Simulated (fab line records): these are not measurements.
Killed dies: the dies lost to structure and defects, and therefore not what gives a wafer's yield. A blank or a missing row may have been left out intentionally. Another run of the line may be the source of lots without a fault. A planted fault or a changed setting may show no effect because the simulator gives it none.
A lot that was struck, set against a sound lot | flow nand-harc | 14 steps out of a route of 1302
Sound: these wafers, L786.1, L786.4, L786.5. The struck wafers were L796.1, L796.2, L796.3. The cause is given at the end.
At each step with rows: each side's tool, then ch and its chambers, then its first start. Under that, the readings that differ: sound wafers | struck wafers | difference of the means | sigmas: that difference in standard deviations of wafers without a fault.
alike: readings with means less than 2 such deviations apart, plus words and numbers identical on both sides. not compared: withheld readings, readings lacking a value on some wafer, bounds such as >300 that could conceal the same value, and numbers that have no deviation in the record and whose values overlap.
Wherever a step has rows on one side only, a row that says differs or no value, or a row with sigmas, the two part there. Non-overlapping numbers with no deviation appear without sigmas and do not part them. A reading missing from all wafers of one side parts the sides only when that side holds two or more wafers.

NHARC_P_M0_CMP_23: polishes, t overpolish 20 s, target thk 117.54 nm.
  sound on cmp-03 ch 1,2, day 6 03:02; struck on cmp-03 ch 0,2,3, day 10 15:14
  alike: motor-current-A, time-to-endpoint-s
NHARC_P_M0_THK_MEAS_24: measures by xrf.
  struck on film-metro-01, day 10 15:31; sound on film-metro-02, day 6 03:19
  alike: thk-nm
then, 1 step without rows for these wafers: NHARC_P_M0_SRD_25.
NHARC_P_M0_INSPECT_27:
  struck on defect-inspect-02, day 10 15:40; sound on defect-inspect-01, day 6 03:29
  alike: raw-defect-count
NHARC_P_M0_PRE_CLEAN_31: time 12 s.
  sound on pecvd-03 ch 0,1, day 6 03:33; struck on pecvd-04 ch 0,1,2, day 10 15:44
  alike: heater-power-w
NHARC_P_M0_DEP_32: deposits SiCN, target thk 30 nm.
  sound on pecvd-03 ch 0,1, day 6 03:38; struck on pecvd-04 ch 0,1,2, day 10 15:49
  alike: heater-power-w
then, 5 steps without rows for these wafers: NHARC_P_M1_DEP_00 (deposits SiOC, target thk 182.5 nm); NHARC_P_M1_DEHYDRATE_01 (time 120 s); NHARC_P_M1_HMDS_02 (time 30 s); NHARC_P_M1_COAT_34 (time 65 s); NHARC_P_M1_COAT_03 (resist thk 90 nm).
NHARC_P_M1_SOFTBAKE_04: time 55 s.
  sound on litho-track-06 ch 0, day 6 04:00; struck on litho-track-01 ch 0, day 10 16:00
  reading                  | sound                | struck               | difference | sigmas
  heater-power-total-W (W) | 188.60 188.65 188.43 | 180.25 179.87 179.92 | -8.55      | -71
then, 1 step without rows for these wafers: NHARC_P_M1_EBR_05.
-- the record jumps here: 19 days lie between the struck wafers' starts before and after (it left off in module P_M1 and takes up again in module END, whose first step shown is number 1302 of the route) --
NHARC_END_SORT_01:
  sound on prober-01 ch 0, day 24 18:32; struck on prober-02 ch 0, day 29 10:43
  alike: defect-limited-yield, killed-at-array, killed-at-other, killed-at-periphery, killed-dies, killed-open, killed-short

WHERE THEY PART
Within this record, at NHARC_P_M1_SOFTBAKE_04 only. Later steps at which nothing parts them and some readings are alike: NHARC_END_SORT_01.

WHY: the cause the simulator had injected
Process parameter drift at NHARC_P_M1_SOFTBAKE_04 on litho-track-01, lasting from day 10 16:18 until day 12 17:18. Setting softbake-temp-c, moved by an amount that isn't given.
